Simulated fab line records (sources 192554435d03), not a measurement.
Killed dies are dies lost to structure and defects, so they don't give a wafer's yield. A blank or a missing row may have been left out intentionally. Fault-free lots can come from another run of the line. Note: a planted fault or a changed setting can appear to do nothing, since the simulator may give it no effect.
Split-lot experiment :: flow n5-finfet :: 21 wafers read across 7 lots, on a route 1938 steps long

## ON THE SPLIT
At N5_FIN_SAQP_ALD_61 (deposits SiO2, target thk 4 nm, pulse time 1 s, purge time 2 s), the setting ald-cycles was moved away from the recipe's 43 on 7 of the 21 wafers read, by -7.0% to +9.3%. This setting was run at the recipe's value on the other wafers.

The split's own step is where the reading is taken.

## THE READING
SiO2_of_FIN_SAQP_ALD_61.thk-nm (the simulator's own value, which no gauge read), in nm, at N5_FIN_SAQP_ALD_61 (deposits SiO2, target thk 4 nm, pulse time 1 s, purge time 2 s). No usual value for it is given in the file. Average 4.006 nm, standard deviation 0.0092 nm, over the 14 wafers here run with the recipe.

wafer: L075.1
tool, chamber at the split: ald-sin-04, 0,3
ald-cycles as run: 43
against the recipe: recipe
SiO2_of_FIN_SAQP_ALD_61.thk-nm, nm: 4.007
against lot-mates on the recipe: -

wafer: L075.5
tool, chamber at the split: ald-sin-04, 0,3
ald-cycles as run: 43
against the recipe: recipe
SiO2_of_FIN_SAQP_ALD_61.thk-nm, nm: 4.007
against lot-mates on the recipe: -

wafer: L075.2
tool, chamber at the split: ald-sin-04, 3
ald-cycles as run: 43
against the recipe: recipe
SiO2_of_FIN_SAQP_ALD_61.thk-nm, nm: 4.003
against lot-mates on the recipe: -

wafer: L076.3
tool, chamber at the split: ald-sin-04, 1
ald-cycles as run: 43
against the recipe: recipe
SiO2_of_FIN_SAQP_ALD_61.thk-nm, nm: 3.992
against lot-mates on the recipe: -

wafer: L076.4
tool, chamber at the split: ald-sin-04, 0
ald-cycles as run: 43
against the recipe: recipe
SiO2_of_FIN_SAQP_ALD_61.thk-nm, nm: 4.012
against lot-mates on the recipe: -

wafer: L076.6
tool, chamber at the split: ald-sin-04, 2
ald-cycles as run: 47
against the recipe: +9.3%
SiO2_of_FIN_SAQP_ALD_61.thk-nm, nm: 4.387
against lot-mates on the recipe: +0.385

wafer: L082.1
tool, chamber at the split: ald-sin-01, 1
ald-cycles as run: 43
against the recipe: recipe
SiO2_of_FIN_SAQP_ALD_61.thk-nm, nm: 4.014
against lot-mates on the recipe: -

wafer: L082.4
tool, chamber at the split: ald-sin-01, 2
ald-cycles as run: 43
against the recipe: recipe
SiO2_of_FIN_SAQP_ALD_61.thk-nm, nm: 4.023
against lot-mates on the recipe: -

wafer: L082.6
tool, chamber at the split: ald-sin-01, 1
ald-cycles as run: 40
against the recipe: -7.0%
SiO2_of_FIN_SAQP_ALD_61.thk-nm, nm: 3.746
against lot-mates on the recipe: -0.272

wafer: L084.1
tool, chamber at the split: ald-sin-01, 2
ald-cycles as run: 40
against the recipe: -7.0%
SiO2_of_FIN_SAQP_ALD_61.thk-nm, nm: 3.719
against lot-mates on the recipe: no lot-mate on the recipe

wafer: L084.3
tool, chamber at the split: ald-sin-01, 3
ald-cycles as run: 40
against the recipe: -7.0%
SiO2_of_FIN_SAQP_ALD_61.thk-nm, nm: 3.731
against lot-mates on the recipe: no lot-mate on the recipe

wafer: L084.4
tool, chamber at the split: ald-sin-01, 1
ald-cycles as run: 40
against the recipe: -7.0%
SiO2_of_FIN_SAQP_ALD_61.thk-nm, nm: 3.73
against lot-mates on the recipe: no lot-mate on the recipe

wafer: L086.2
tool, chamber at the split: ald-sin-01, 0
ald-cycles as run: 43
against the recipe: recipe
SiO2_of_FIN_SAQP_ALD_61.thk-nm, nm: 4.007
against lot-mates on the recipe: -

wafer: L086.3
tool, chamber at the split: ald-sin-01, 1
ald-cycles as run: 46
against the recipe: +7.0%
SiO2_of_FIN_SAQP_ALD_61.thk-nm, nm: 4.298
against lot-mates on the recipe: +0.291

wafer: L086.6
tool, chamber at the split: ald-sin-01, 2
ald-cycles as run: 46
against the recipe: +7.0%
SiO2_of_FIN_SAQP_ALD_61.thk-nm, nm: 4.283
against lot-mates on the recipe: +0.276

wafer: L091.3
tool, chamber at the split: ald-sin-01, 1
ald-cycles as run: 43
against the recipe: recipe
SiO2_of_FIN_SAQP_ALD_61.thk-nm, nm: 3.994
against lot-mates on the recipe: -

wafer: L091.4
tool, chamber at the split: ald-sin-01, 3
ald-cycles as run: 43
against the recipe: recipe
SiO2_of_FIN_SAQP_ALD_61.thk-nm, nm: 4.002
against lot-mates on the recipe: -

wafer: L091.6
tool, chamber at the split: ald-sin-01, 3
ald-cycles as run: 43
against the recipe: recipe
SiO2_of_FIN_SAQP_ALD_61.thk-nm, nm: 4.003
against lot-mates on the recipe: -

wafer: L096.1
tool, chamber at the split: ald-sin-04, 1
ald-cycles as run: 43
against the recipe: recipe
SiO2_of_FIN_SAQP_ALD_61.thk-nm, nm: 4.024
against lot-mates on the recipe: -

wafer: L096.4
tool, chamber at the split: ald-sin-04, 0
ald-cycles as run: 43
against the recipe: recipe
SiO2_of_FIN_SAQP_ALD_61.thk-nm, nm: 4.003
against lot-mates on the recipe: -

wafer: L096.5
tool, chamber at the split: ald-sin-04, 0
ald-cycles as run: 43
against the recipe: recipe
SiO2_of_FIN_SAQP_ALD_61.thk-nm, nm: 3.997
against lot-mates on the recipe: -
Rows listing several chambers each stand for several wafers; the file does not say which wafer went through which chamber.

THE FIT
A straight line over all 21 wafers: SiO2_of_FIN_SAQP_ALD_61.thk-nm changes by +0.0401 nm for each +1% of ald-cycles; r = +1.00; the points scatter about the line by 0.0097 nm.
The same after taking each lot's own level away (the mean of its wafers on the recipe; 18 wafers): +0.0405 nm for each +1%; r = +1.00; scatter 0.0078 nm.
According to that fit, moving ald-cycles by its largest amount changes the reading by 0.38 nm.
The lots' own levels span 3.9997 to 4.0185 nm, that is 2.1 times the standard deviation above.
The two slopes agree, so the slope changes little with the lot-to-lot level.
Check: +0.374 nm against its lot-mates is what the line predicts for one of the wafers moved furthest among these (+9.3%) when that wafer is left out of the fit. Against them it came out at +0.385 nm.

## THE OTHER SPLITS THESE WAFERS WENT THROUGH
Before the reading, these wafers also passed through other splits. Each is held against what the fit with the lots' levels taken away leaves over:
other split on the same wafers: N5_ZERO_LAYER_PEB_09 peb-time-s
wafers away from the commonest value: as run: not given for these wafers
r with SiO2_of_FIN_SAQP_ALD_61.thk-nm (lot level and that fit taken away): -

other split on the same wafers: N5_WELL_APT_COAT_02 spin-rpm
wafers away from the commonest value: 6
r with SiO2_of_FIN_SAQP_ALD_61.thk-nm (lot level and that fit taken away): +0.09

## THE FILE'S OWN FIT
SiO2_of_FIN_SAQP_ALD_61.thk-nm changes by +0.0406 nm for each +1% of ald-cycles, r = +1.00.
